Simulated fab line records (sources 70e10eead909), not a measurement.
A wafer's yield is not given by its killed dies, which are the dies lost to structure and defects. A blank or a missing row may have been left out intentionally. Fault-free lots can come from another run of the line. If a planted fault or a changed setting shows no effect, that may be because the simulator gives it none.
A lot that was struck, set against a sound lot | flow nand-harc | 15 steps out of a route of 1159
Sound: the wafers L263.1, L263.3, L263.5. The struck wafers were L265.2, L265.3, L265.5. The cause is given at the end.
Each step with rows lists, per side, the tool, then ch with its chambers, then its first start. Under that, the readings that differ: sound wafers | struck wafers | difference of the means | sigmas: that difference in standard deviations of wafers without a fault.
alike: readings whose means differ by less than 2 such deviations, and words and numbers that are the same on both sides. not compared: withheld readings, readings that some wafer has no value for, bounds like >300 that may hide the same value, and numbers for which the record gives no deviation and whose values overlap.
A row with sigmas, a row that says differs or no value, or rows on one side alone: a step with any of these is where the two part. When numbers do not overlap yet have no deviation, they are printed without sigmas and do not part them. A reading missing from all wafers of one side parts the sides only when that side holds two or more wafers.

first, 5 steps without rows for these wafers: NHARC_A_CONTACT_SOFTBAKE_37 (time 55 s); NHARC_A_CONTACT_EBR_38; NHARC_A_CONTACT_EXPOSE_39 (exposes mask A CC 3); NHARC_A_CONTACT_PEB_40 (peb time 65 s); NHARC_A_CONTACT_DEVELOP_41 (develop time 35 s).
NHARC_A_CONTACT_CD_MEAS_42 targets a cd of 200 nm.
  sound on cd-sem-01 ch 0, day 17 16:48; struck on cd-sem-02 ch 0, day 18 01:06
  alike: cd-nm
NHARC_A_CONTACT_OVL_MEAS_43:
  sound on overlay-01 at day 17 16:53; struck on overlay-02 at day 18 01:11
  reading           | sound          | struck      | difference | sigmas
  overlay-y-nm (nm) | -0.9 -0.7 -0.9 | 1.5 1.2 1.5 | +2.2       | +3
  alike: overlay-x-nm
NHARC_A_CONTACT_INSPECT_44:
  sound on defect-inspect-02 at day 17 16:56; struck on defect-inspect-02 at day 18 01:14
  alike: raw-defect-count
NHARC_A_CONTACT_DESCUM_47: chemistry O2, time 3 s.
  sound on rie-diel-08 ch 0,2, day 17 17:00; struck on rie-diel-09 ch 1,2,3, day 18 01:19
  alike: drypump-motor-current-A, mfc-ar-sccm, oes-product-au, rf-vpp-V, showerhead-plenum-p-Torr, throttle-valve-pct
  not compared: rf-hours-counter-h
NHARC_A_CONTACT_ETCH_48: etches the open film in CF4, target depth 39 nm, time 65 s.
  sound on rie-diel-08 ch 1,3, day 17 17:08; struck on rie-diel-09 ch 0,2,3, day 18 01:43
  alike: bias-w, cf4-flow-sccm, drypump-motor-current-A, mfc-ar-sccm, oes-product-au, rf-fwd-power-W, rf-vpp-V, showerhead-plenum-p-Torr, throttle-valve-pct
  not compared: rf-hours-counter-h
NHARC_A_CONTACT_ETCH_49: etches the open film in N2/H2, target depth 260 nm, time 475.3 s.
  sound: rie-diel-08 ch 0,1; struck: rie-diel-09 ch 0,1,3
  alike: bias-w, chamber-pressure-mTorr, drypump-motor-current-A, mfc-ar-sccm, oes-product-au, rf-fwd-power-W, rf-vpp-V, showerhead-plenum-p-Torr, throttle-valve-pct
  not compared: rf-hours-counter-h
NHARC_A_CONTACT_ETCH_50: etches the open film in CF4/CHF3, target depth 84.7 nm, time 42.4 s.
  sound: rie-diel-08 ch 0,1; struck: rie-diel-09 ch 0,1,3
  alike: bias-w, cf4-flow-sccm, drypump-motor-current-A, mfc-ar-sccm, oes-product-au, rf-fwd-power-W, rf-vpp-V, showerhead-plenum-p-Torr, throttle-valve-pct
  not compared: rf-hours-counter-h
NHARC_A_CONTACT_ETCH_51: etches the open film in O2/COS, target depth 3600 nm, time 936 s.
  sound on rie-diel-08 ch 0,2, day 17 17:43; struck on rie-diel-09 ch 1,2, day 18 02:56
  no value came back on the struck wafers for any of 10 readings (bias-w (W), chamber-pressure-mTorr (mTorr) and others); on the sound wafers bias-w (W) reads 299.5 300.0 299.7
  not compared: rf-hours-counter-h
NHARC_A_CONTACT_ETCH_111: etches the open film in C4F8/O2/Ar, time 140 s, target depth 700 nm.
  sound on har-cap-etch-01 ch 0,1, day 17 18:22; struck on har-cap-etch-03 ch 0,1, day 18 03:36
  alike: chamber-pressure-mTorr, oes-air-line-au
  not compared: rf-hours-counter-h
-- the record jumps here: 3 days lie between the struck wafers' starts before and after (it left off in module A_CONTACT and takes up again in module END, whose first step shown is number 1159 of the route) --
NHARC_END_SORT_01:
  sound on prober-02 ch 0, day 21 08:42; struck on prober-02 ch 0, day 21 01:43
  reading         | sound    | struck      | difference | sigmas
  killed-at-array | 12 16 13 | 677 677 675 | +663       | +67
  killed-dies     | 17 19 17 | 677 677 677 | +659       | +67
  alike: killed-at-other, killed-at-periphery, killed-open, killed-short

== WHERE THEY PART ==
At NHARC_A_CONTACT_OVL_MEAS_43 first; at NHARC_END_SORT_01 last (within this record only).

WHY: whatever the simulator had introduced
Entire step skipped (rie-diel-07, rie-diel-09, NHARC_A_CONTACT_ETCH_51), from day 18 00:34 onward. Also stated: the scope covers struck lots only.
